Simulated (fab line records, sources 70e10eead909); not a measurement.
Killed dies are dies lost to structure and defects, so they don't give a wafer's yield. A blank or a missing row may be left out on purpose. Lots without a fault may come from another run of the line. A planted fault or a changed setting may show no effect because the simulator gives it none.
Chamber matching | flow nand_harc | NHARC_A_SGD_CUT_CMP_21 on cmp-01: 4 sister chambers
The step polishes, target thk 148.19 nm. 27 wafers are shown with their chamber, then 12 later ones without.

WAFERS WITH THEIR CHAMBER
wafer  | chamber | motor_current_A (A) | time_to_endpoint_s (s) | slurry_filter_dp_kPa (kPa)
L076.1 | 3       | 13.8                | 49                     | 13.59
L076.2 | 0       | 12.1                | 46                     | 13.12
L076.3 | 1       | 10.0                | 52                     | 13.61
L076.4 | 2       | 11.1                | 48                     | 13.64
L076.5 | 3       | 13.5                | 49                     | 13.51
L076.6 | 2       | 10.6                | 45                     | 13.52
L075.2 | 3       | 13.2                | 46                     | 13.66
L075.3 | 0       | 11.4                | 47                     | 13.69
L075.5 | 1       | 9.7                 | 49                     | 13.55
L080.2 | 3       | 13.7                | 53                     | 13.35
L080.3 | 0       | 11.6                | 48                     | 13.45
L080.5 | 1       | 9.7                 | 55                     | 13.54
L084.3 | 0       | 11.9                | 45                     | 13.53
L084.4 | 3       | 13.3                | 46                     | 13.49
L084.6 | 2       | 10.4                | 45                     | 13.55
L083.1 | 2       | 10.8                | 46                     | 13.30
L083.3 | 1       | 10.4                | 51                     | 13.55
L083.6 | 3       | 14.0                | 51                     | 13.40
L085.1 | 2       | 10.7                | 47                     | 13.51
L085.2 | 1       | 9.8                 | 55                     | 13.58
L085.4 | 0       | 12.2                | 49                     | 13.52
L087.2 | 2       | 9.9                 | 50                     | 13.43
L087.3 | 3       | 13.0                | 55                     | 13.59
L087.5 | 3       | 13.8                | 53                     | 13.51
L092.1 | 1       | 10.2                | 57                     | 13.58
L092.3 | 2       | 10.0                | 52                     | 13.62
L092.4 | 0       | 11.5                | 53                     | 13.29

SIGNATURES (means of the wafers above)
reading              | chamber 0 | chamber 1 | chamber 2 | chamber 3 | scatter within a chamber
motor_current_A      | 11.783    | 9.967     | 10.500    | 13.537    | 0.356
time_to_endpoint_s   | 48.00     | 53.17     | 47.57     | 50.25     | 2.98
slurry_filter_dp_kPa | 13.4333   | 13.5683   | 13.5100   | 13.5125   | 0.125
Rule: a wafer's distance from a chamber is the root of the sum, over the readings, of the square of ((its reading less the chamber's mean) divided by the reading's scatter). The wafer belongs to the nearest chamber; if the next one is less than 2 further off, it can't be placed. The scatter: the root of (the sum of the squares of (reading less its chamber's mean) over the shown wafers, divided by (wafers less chambers)).

WAFERS WITHOUT THEIR CHAMBER
wafer  | motor_current_A (A) | time_to_endpoint_s (s) | slurry_filter_dp_kPa (kPa)
L091.1 | 11.0                | 50                     | 13.49
L091.3 | 10.1                | 55                     | 13.41
L091.6 | 10.4                | 50                     | 13.66
L095.1 | 13.8                | 52                     | 13.68
L095.3 | 10.0                | 52                     | 13.75
L095.4 | 10.6                | 49                     | 13.71
L097.2 | 11.1                | 49                     | 13.51
L097.4 | 11.9                | 50                     | 13.39
L097.5 | 10.5                | 50                     | 13.41
L096.2 | 13.1                | 53                     | 13.41
L096.5 | 13.3                | 52                     | 13.51
L096.6 | 11.5                | 51                     | 13.54

WHICH CHAMBER EACH WENT THROUGH
wafer  | from the rows above          | in truth
L091.1 | can't be placed: 2 or 0 or 1 | 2
L091.3 | can't be placed: 1 or 2      | 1
L091.6 | can't be placed: 2 or 1      | 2
L095.1 | 3                            | 3
L095.3 | can't be placed: 1 or 2      | 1
L095.4 | can't be placed: 2 or 1      | 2
L097.2 | can't be placed: 2 or 0 or 1 | 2
L097.4 | 0                            | 0
L097.5 | can't be placed: 2 or 1      | 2
L096.2 | 3                            | 3
L096.5 | 3                            | 3
L096.6 | can't be placed: 0 or 2      | 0
Placed correctly: 4 of 12. Can't be placed from these rows: 8 (the true chamber is among the candidates in 8). Placed wrongly: 0.
